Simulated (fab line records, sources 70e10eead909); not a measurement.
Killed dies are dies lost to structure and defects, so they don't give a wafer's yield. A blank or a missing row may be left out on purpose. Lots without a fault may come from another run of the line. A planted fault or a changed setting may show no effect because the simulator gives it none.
Chamber matching | flow nand_harc | NHARC_A_DECK1_JOINT_ETCHBACK_07 on rie_si-04: 4 sister chambers
The step etches the open film in HBr, target depth 105 nm, time 26.9 s. 4 wafers are shown with their chamber, then 12 later ones without.

WAFERS WITH THEIR CHAMBER
wafer  | chamber | drypump_motor_current_A (A)
L088.4 | 0       | 6.8
L089.1 | 2       | 5.6
L089.2 | 1       | 6.0
L089.3 | 3       | 5.5

WAFERS WITHOUT THEIR CHAMBER
wafer  | drypump_motor_current_A (A)
L092.1 | 6.0
L092.2 | 5.7
L092.4 | 6.8
L093.1 | 6.8
L093.3 | 5.7
L093.5 | 5.7
L095.1 | 6.0
L095.3 | 5.5
L095.4 | 5.7
L096.1 | 6.8
L096.2 | 5.5
L096.3 | 5.7

WHICH CHAMBER EACH WENT THROUGH
wafer  | from the rows above     | in truth
L092.1 | 1                       | 1
L092.2 | can't be placed: 2 or 3 | 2
L092.4 | 0                       | 0
L093.1 | 0                       | 0
L093.3 | can't be placed: 2 or 3 | 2
L093.5 | can't be placed: 2 or 3 | 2
L095.1 | 1                       | 1
L095.3 | can't be placed: 3 or 2 | 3
L095.4 | can't be placed: 2 or 3 | 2
L096.1 | 0                       | 0
L096.2 | can't be placed: 3 or 2 | 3
L096.3 | can't be placed: 2 or 3 | 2
Placed correctly: 5 of 12. Can't be placed from these rows: 7 (the true chamber is among the candidates in 7). Placed wrongly: 0.
How it was worked out, from the rows above alone: a wafer's distance from a chamber is the root of the sum, over the readings, of the square of ((its reading less the chamber's mean) divided by the reading's scatter). The wafer belongs to the nearest chamber; if the next one is less than 2 further off, it can't be placed. A chamber's mean is the mean of its shown wafers. The scatter: with one shown wafer a chamber, the root of the mean of the squares of how far each hidden wafer lies from its nearest shown one.
